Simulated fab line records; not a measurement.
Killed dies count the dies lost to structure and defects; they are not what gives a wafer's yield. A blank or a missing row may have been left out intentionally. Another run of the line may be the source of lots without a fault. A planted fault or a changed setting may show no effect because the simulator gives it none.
fab line records	flow nand-harc
[record] lots = 14	wafers = 42	last-day = 33
route steps=1302 shown A_ONON_D1@441 A_CHANNEL_HOLE_D1@457 END@1302
lots with no fault: from the same line, run without faults
start-h: hours from the record's first day to the start of the lot's first wafer shown	wait-h: how many hours have passed since the lot's step before this one	" repeats the value in the row above	L1.1+2: a single row standing in for several wafers	- no value, or no start was given	* or withheld: withheld	< > ~ a bound
route shown NAME@n: NAME is a module with steps in the file, n the number in the route of the first one	usual: the fault-free wafers' mean and standard deviation	same: alike in all rows	chamber/n: place in a boat	sites: the reading at each site	_std_site: how widely they spread, as a standard deviation	_edge_site: mean of outer sites minus mean of inner sites	radius-mm: how far each site lies from the wafer's centre	mask NAME#n: copy n	behind: the tool/chamber that last shaped the wafer	hold: the reason the lot was held/the length of the hold in hours/how it ended	device: names the non-switching transistor (n, p or np)	end of line: the tests these same wafers got at the end of their route	a step without rows: its recipe alone	killed: at the first sort, the dies lost to defects and structure; wafer yield is something else	map: dies across one wafer; x = killed, . = not, _ = none there
set.NAME: the setting that was run; set.NAME@STEP: the one run at that earlier step	model.NAME: the simulator's own value behind a step, which no gauge read
one table for each step of the route and one row for each wafer, over a sample of lots
services: when a tool's chamber went out of use (start-h, in hours from the record's first day, below 0 if earlier), for how many hours, and the reason
[[steps]]
[step NHARC_A_ONON_D1_THK_MEAS_24]
[recipe] thk-meas-gauge = ellipsometry
[usual] thk-nm = 1004/9.5
lot.wafer	tool	chamber	start-h	wait-h	thk-nm
L553.4	film-metro-02	-	172.35	-	1015
L553.5	"	-	"	"	1014
L553.6	"	-	"	"	1014
L554.3	film-metro-01	-	184.05	-	1003
L554.4	"	-	"	"	1005
L554.6	"	-	"	"	1003
L555.1	film-metro-02	-	200.29	-	1009
L555.2	"	-	"	"	1009
L555.6	"	-	"	"	1008
L556.3	film-metro-01	-	200.29	-	994
L556.5	"	-	"	"	994
L556.6	"	-	"	"	992
L557.3	film-metro-01	-	216.64	-	1000
L557.4	"	-	"	"	1000
L557.5	"	-	"	"	1000
L558.2	film-metro-01	-	216.69	-	1005
L558.4	"	-	"	"	1001
L558.5	"	-	"	"	1002
L560.1	film-metro-01	-	239.34	-	1004
L560.3	"	-	"	"	1002
L560.5	"	-	"	"	1004
L561.3	film-metro-02	-	254.96	-	991
L561.4	"	-	"	"	989
L561.5	"	-	"	"	990
L565.1	film-metro-02	-	289.18	-	1029
L565.2	"	-	"	"	1028
L565.4	"	-	"	"	1031
L566.3	film-metro-01	-	299.45	-	993
L566.5	"	-	"	"	992
L566.6	"	-	"	"	991
L567.3	film-metro-02	-	319.69	-	1016
L567.4	"	-	"	"	1017
L567.5	"	-	"	"	1015
L568.1	film-metro-01	-	319.84	-	1016
L568.3	"	-	"	"	1017
L568.5	"	-	"	"	1016
L575.2	film-metro-02	-	395.18	-	1007
L575.5	"	-	"	"	1006
L575.6	"	-	"	"	1009
L576.2	film-metro-01	-	401.79	-	1000
L576.3	"	-	"	"	1002
L576.5	"	-	"	"	1001
[step NHARC_A_ONON_D1_THK_MEAS_27]
[recipe] thk-meas-gauge = ellipsometry
[usual] thk-nm = 1002/8.1
lot.wafer	tool	chamber	start-h	wait-h	thk-nm
L553.4	film-metro-01	-	172.91	-	999
L553.5	"	-	"	"	997
L553.6	"	-	"	"	997
L554.3	film-metro-02	-	184.61	-	1002
L554.4	"	-	"	"	1003
L554.6	"	-	"	"	1003
L556.3	film-metro-01	-	200.86	-	1021
L556.5	"	-	"	"	1020
L556.6	"	-	"	"	1022
L555.1	film-metro-02	-	200.86	-	1005
L555.2	"	-	"	"	1004
L555.6	"	-	"	"	1004
L557.3	film-metro-02	-	217.21	-	994
L557.4	"	-	"	"	994
L557.5	"	-	"	"	994
L558.2	film-metro-01	-	217.24	-	999
L558.4	"	-	"	"	1001
L558.5	"	-	"	"	999
L560.1	film-metro-02	-	239.91	-	988
L560.3	"	-	"	"	988
L560.5	"	-	"	"	988
L561.3	film-metro-01	-	255.52	-	994
L561.4	"	-	"	"	993
L561.5	"	-	"	"	993
L565.1	film-metro-01	-	289.75	-	1010
L565.2	"	-	"	"	1008
L565.4	"	-	"	"	1008
L566.3	film-metro-01	-	300.01	-	1002
L566.5	"	-	"	"	1002
L566.6	"	-	"	"	1004
L567.3	film-metro-02	-	320.26	-	999
L567.4	"	-	"	"	999
L567.5	"	-	"	"	999
L568.1	film-metro-01	-	320.40	-	991
L568.3	"	-	"	"	991
L568.5	"	-	"	"	990
L575.2	film-metro-01	-	395.74	-	1014
L575.5	"	-	"	"	1016
L575.6	"	-	"	"	1015
L576.2	film-metro-02	-	402.37	-	1009
L576.3	"	-	"	"	1011
L576.5	"	-	"	"	1011
[step NHARC_A_CHANNEL_HOLE_D1_SOFTBAKE_05]
[recipe] temp-c = 105	time-s = 55
[usual] heater-power-total-W = 188.45/0.14
lot.wafer	tool	chamber	start-h	wait-h	heater-power-total-W
L553.4	litho-track-01	0	178	-	188.44
L553.5	"	0	"	"	188.38
L553.6	"	0	"	"	188.38
L554.3	litho-track-01	0	192	-	188.27
L554.4	"	0	"	"	188.42
L554.6	"	0	"	"	188.42
L555.1	litho-track-06	0	204	-	188.39
L555.2	"	0	"	"	188.43
L555.6	"	0	"	"	188.44
L556.3	litho-track-06	0	206	-	188.46
L556.5	"	0	"	"	188.62
L556.6	"	0	"	"	188.29
L557.3	litho-track-06	0	221	-	188.39
L557.4	"	0	"	"	188.46
L557.5	"	0	"	"	188.42
L558.2	litho-track-04	0	222	-	188.43
L558.4	"	0	"	"	188.33
L558.5	"	0	"	"	188.43
L560.1	litho-track-04	0	247	-	188.69
L560.3	"	0	"	"	188.42
L560.5	"	0	"	"	188.62
L561.3	litho-track-06	0	258	-	188.35
L561.4	"	0	"	"	188.57
L561.5	"	0	"	"	188.40
L565.1	litho-track-06	0	295	-	188.75
L565.2	"	0	"	"	188.43
L565.4	"	0	"	"	188.37
L566.3	litho-track-06	0	307	-	188.62
L566.5	"	0	"	"	322.91
L566.6	"	0	"	"	188.73
L567.3	litho-track-01	0	324	-	188.40
L567.4	"	0	"	"	188.36
L567.5	"	0	"	"	188.82
L568.1	litho-track-06	0	324	-	323.11
L568.3	"	0	"	"	188.35
L568.5	"	0	"	"	322.95
L575.2	litho-track-01	0	399	-	188.50
L575.5	"	0	"	"	188.30
L575.6	"	0	"	"	188.37
L576.2	litho-track-04	0	409	-	188.33
L576.3	"	0	"	"	188.71
L576.5	"	0	"	"	188.44
[step NHARC_A_CHANNEL_HOLE_D1_OVL_MEAS_11]
[usual] overlay-x-nm = -0.2/0.8	overlay-y-nm = -0.1/0.77
lot.wafer	tool	chamber	start-h	wait-h	overlay-x-nm	overlay-y-nm
L553.4	overlay-01	-	178.83	-	0.9	-0.7
L553.5	"	-	"	"	0.8	-0.2
L553.6	"	-	"	"	0.4	-1.3
L554.3	overlay-02	-	193.30	-	0.3	0.2
L554.4	"	-	"	"	0.8	0.4
L554.6	"	-	"	"	0.4	0.8
L555.1	overlay-02	-	204.85	-	-0.6	-1.0
L555.2	"	-	"	"	0.2	-1.0
L555.6	"	-	"	"	-0.5	-1.0
L556.3	overlay-02	-	206.62	-	0.0	-0.2
L556.5	"	-	"	"	0.6	-0.3
L556.6	"	-	"	"	0.4	-0.5
L557.3	overlay-02	-	221.74	-	0.4	0.7
L557.4	"	-	"	"	0.3	0.8
L557.5	"	-	"	"	0.6	0.0
L558.2	overlay-01	-	223.47	-	0.0	-0.2
L558.4	"	-	"	"	-0.2	0.4
L558.5	"	-	"	"	0.4	-0.1
L560.1	overlay-02	-	247.92	-	-2.2	-0.5
L560.3	"	-	"	"	-2.0	-0.3
L560.5	"	-	"	"	-2.0	-0.2
L561.3	overlay-01	-	259.44	-	0.6	-0.2
L561.4	"	-	"	"	1.0	0.1
L561.5	"	-	"	"	0.9	-0.3
L565.1	overlay-01	-	296.25	-	-0.5	-0.3
L565.2	"	-	"	"	-0.7	-0.7
L565.4	"	-	"	"	-1.0	-0.7
L566.3	overlay-02	-	308.43	-	0.5	-0.5
L566.5	"	-	"	"	0.6	-0.9
L566.6	"	-	"	"	0.9	0.1
L567.3	overlay-01	-	324.77	-	1.2	0.4
L567.4	"	-	"	"	1.2	0.8
L567.5	"	-	"	"	1.4	0.8
L568.1	overlay-02	-	325.00	-	-0.5	-1.1
L568.3	"	-	"	"	0.0	-0.5
L568.5	"	-	"	"	-0.6	-1.0
L575.2	overlay-01	-	399.70	-	0.0	0.1
L575.5	"	-	"	"	0.2	1.2
L575.6	"	-	"	"	-0.3	0.4
L576.2	overlay-02	-	409.76	-	0.1	-1.4
L576.3	"	-	"	"	0.2	-1.2
L576.5	"	-	"	"	0.3	-1.5
[step NHARC_END_SORT_01]
[recipe] temp-c = 25
[usual] killed-at-array = 54/21	killed-at-other = 1.0/1.2	killed-at-periphery = 3.6/2.6	killed-dies = 58/20	killed-open = 3.3/1.9	killed-short = 2.6/1.5
[same] gross-dies = 677
lot.wafer	tool	chamber	start-h	wait-h	killed-at-array	killed-at-other	killed-at-periphery	killed-dies	killed-open	killed-short
L561.3	prober-02	0	636.32	3.1	35	1	7	43	5	2
L561.4	prober-02	0	637.11	3.4	51	0	3	54	3	2
L561.5	prober-02	0	637.90	3.7	49	0	6	55	2	5
L565.1	prober-02	0	687.41	2.5	20	0	3	23	3	0
L565.2	prober-02	0	688.22	2.8	24	1	8	33	2	3
L565.4	prober-02	0	689.84	3.4	22	0	6	28	6	5
L568.1	prober-02	0	722.01	2.5	55	3	2	60	4	2
L568.3	prober-02	0	723.63	3.1	28	3	4	35	1	2
L568.5	prober-02	0	725.25	3.7	37	5	0	42	3	2
L567.3	prober-01	0	730.61	3.1	93	0	4	97	5	2
L567.4	prober-01	0	731.40	3.4	65	1	0	66	4	1
L567.5	prober-01	0	732.19	3.7	73	1	7	81	4	4
// killed by level:class
L561.3 A_SLIT:chamber-film-flake=13 A_CHANNEL_HOLE_D2:chamber-film-flake=8 P_GATE:chamber-film-flake=5 A_BONDPAD:chamber-film-flake=3 P_M0:geometric-particle:open=2 A_CHANNEL_FILL_D2:geometric-particle:open=2 A_CHANNEL_HOLE_D1:chamber-film-flake=2 A_CONTACT:chamber-film-flake=2
L561.4 A_SLIT:chamber-film-flake=31 A_CHANNEL_HOLE_D2:chamber-film-flake=6 A_CONTACT:chamber-film-flake=4 P_GATE:chamber-film-flake=3 A_WL_FILL:geometric-particle:short=2 A_BONDPAD:chamber-film-flake=2 A_ONON_D2:geometric-particle:open=1 A_WL_FILL:geometric-particle:open=1
L561.5 A_SLIT:chamber-film-flake=17 A_CHANNEL_HOLE_D2:chamber-film-flake=17 P_GATE:chamber-film-flake=5 A_CHANNEL_HOLE_D1:chamber-film-flake=3 A_CONTACT:chamber-film-flake=3 A_ONON_D1:geometric-particle:short=2 A_BLC:geometric-particle:short=2 A_STAIRCASE:chamber-film-flake=2
L565.1 A_STAIRCASE:chamber-film-flake=4 A_WL_FILL:chamber-film-flake=4 A_CHANNEL_HOLE_D1:chamber-film-flake=3 A_CHANNEL_FILL_D2:chamber-film-flake=3 P_STI:chamber-film-flake=2 P_M0:geometric-particle:open=1 A_WL_FILL:geometric-particle:open=1 A_BLC:geometric-particle:open=1
L565.2 P_GATE:chamber-film-flake=6 A_CHANNEL_HOLE_D1:chamber-film-flake=6 A_CONTACT:chamber-film-flake=3 P_STI:chamber-film-flake=2 A_CHANNEL_HOLE_D2:chamber-film-flake=2 A_CHANNEL_FILL_D2:chamber-film-flake=2 A_WL_FILL:chamber-film-flake=2 A_M1:chamber-film-flake=2
L565.4 A_WL_FILL:chamber-film-flake=5 A_ONON_D2:geometric-particle:short=3 P_GATE:chamber-film-flake=3 A_CHANNEL_HOLE_D1:chamber-film-flake=3 A_SLIT:chamber-film-flake=3 P_CONTACT:geometric-particle:open=2 P_M1:geometric-particle:short=1 A_ONON_D1:geometric-particle:open=1
L568.1 A_CHANNEL_HOLE_D2:chamber-film-flake=22 A_SLIT:chamber-film-flake=18 A_WL_FILL:chamber-film-flake=4 A_BLC:chamber-film-flake=3 THIN_TSV:chamber-film-flake=3 A_CHANNEL_FILL_D1:geometric-particle:open=2 P_M1:geometric-particle:open=1 A_CHANNEL_HOLE_D2:geometric-particle:open=1
L568.3 A_SLIT:chamber-film-flake=10 A_CHANNEL_HOLE_D2:chamber-film-flake=10 A_CHANNEL_HOLE_D1:chamber-film-flake=3 P_GATE:chamber-film-flake=2 A_CONTACT:chamber-film-flake=2 THIN_TSV:chamber-film-flake=2 P_CONTACT:geometric-particle:short=1 P_CONTACT:geometric-particle:open=1
L568.5 A_SLIT:chamber-film-flake=17 A_CONTACT:chamber-film-flake=9 A_CHANNEL_HOLE_D2:chamber-film-flake=5 THIN_TSV:chamber-film-flake=4 A_CHANNEL_HOLE_D1:geometric-particle:open=1 A_CHANNEL_FILL_D1:geometric-particle:short=1 A_DECK1_JOINT:geometric-particle:short=1 A_CHANNEL_HOLE_D2:geometric-particle:open=1
L567.3 A_CHANNEL_HOLE_D1:chamber-film-flake=40 A_SLIT:chamber-film-flake=36 A_CONTACT:chamber-film-flake=5 A_ONON_D1:geometric-particle:open=3 A_CHANNEL_FILL_D1:chamber-film-flake=3 P_BONDPAD:chamber-film-flake=2 P_CONTACT:geometric-particle:short=1 A_CHANNEL_FILL_D2:geometric-particle:short=1
L567.4 A_CHANNEL_HOLE_D1:chamber-film-flake=31 A_SLIT:chamber-film-flake=16 A_CHANNEL_HOLE_D2:chamber-film-flake=5 A_CONTACT:chamber-film-flake=4 A_BLC:geometric-particle:open=2 A_CHANNEL_FILL_D1:chamber-film-flake=2 A_DECK1_JOINT:chamber-film-flake=2 A_SOURCE_PLATE:geometric-particle:short=1
L567.5 A_SLIT:chamber-film-flake=27 A_CHANNEL_HOLE_D1:chamber-film-flake=24 A_CONTACT:chamber-film-flake=10 P_BONDPAD:chamber-film-flake=3 A_CHANNEL_HOLE_D2:chamber-film-flake=3 P_CONTACT:chamber-film-flake=2 P_GATE:geometric-particle:open=1 A_CHANNEL_FILL_D1:geometric-particle:open=1
[[services]]
tool	chamber	start-h	hours	kind
litho-track-01	-	155.00	7.0	pm
litho-track-06	-	179.00	7.0	pm
litho-track-04	-	203.00	7.0	pm
litho-track-01	-	330.00	7.0	pm
litho-track-06	-	354.00	7.0	pm
litho-track-04	-	378.00	7.0	pm
[[key]]
[first-sign] step = NHARC_A_CHANNEL_HOLE_D1_SOFTBAKE_05	reading = heater-power-total-W	direction = up	sigmas = 99+	usual = *	struck = *
effect none on later readings
met-at NHARC_A_CHANNEL_HOLE_D1_SOFTBAKE_05
struck-lots L566,L568
struck-wafers L566.5,L568.1,L568.5
tester-left-out L566,L568
not-acting-at NHARC_A_ONON_D1_THK_MEAS_24,NHARC_A_ONON_D1_THK_MEAS_27,NHARC_A_CHANNEL_HOLE_D1_OVL_MEAS_11
onset-between 295 307
[fault] kind = process-parameter-drift	tool = litho-track-06	chamber = -	onset-h = 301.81	steps = NHARC_A_CHANNEL_HOLE_D1_SOFTBAKE_05	channel = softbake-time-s	offset = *	shape = step	end-h = 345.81	scope = struck-wafers-only	acts-in = *	stated = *
// tester-left-out: of these lots the tester's yield and bins aren't shown, on N5 and GAA mostly nor the transistor test; their killed dies are dies lost to structure and defects alone, not to doping, threshold or leakage, so they don't give the yield
